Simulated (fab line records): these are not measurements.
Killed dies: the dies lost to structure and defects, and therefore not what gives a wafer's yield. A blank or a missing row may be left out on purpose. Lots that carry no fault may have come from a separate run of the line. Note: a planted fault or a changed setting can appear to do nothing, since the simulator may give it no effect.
The tool behind it: which one?    flow n5_finfet    7 lots, 19 wafers sampled, at 1 step of a route of 1938

## WHAT EACH GAUGE READ, for each wafer
N5_BEOL_M9_THK_MEAS_01.
lot   measured      on             M9_ILD_THK (nm)
L716  day 10 00:55  film_metro-01  261 268
L714  day 10 15:50  film_metro-02  265 268 265
L718  day 10 22:37  film_metro-02  276 271 273
L721  day 11 02:26  film_metro-02  269 271 275
L724  day 12 06:26  film_metro-01  261 267 274
L732  day 14 08:50  film_metro-02  272 266
L736  day 15 04:50  film_metro-01  264 267 267

## WHICH TOOL RAN EACH LOT (tool, then ch and the chambers of the sampled wafers, then the start)
Before these readings, the record contains no process step.

## THE ANSWER, worked out from the rows above alone
Rule: usual is defined by the lots themselves. Put in order of their means at a reading, lots are off if they are a third of the lots or fewer, leave a main group of 4 or more, and stand apart from it by a gap of 3 or more times the standard deviation of the main group's means; of several such gaps the widest counts. Not used: any main group whose means are identical at the precision the tables above print for the reading. Also off: a lot with no number at a reading for which 4 or more lots have one. The other lots that the step has rows for count as sound.
No lot is off on any of the readings shown, so nothing can be concluded from this.

## WHAT THE SIMULATOR HAD PUT IN
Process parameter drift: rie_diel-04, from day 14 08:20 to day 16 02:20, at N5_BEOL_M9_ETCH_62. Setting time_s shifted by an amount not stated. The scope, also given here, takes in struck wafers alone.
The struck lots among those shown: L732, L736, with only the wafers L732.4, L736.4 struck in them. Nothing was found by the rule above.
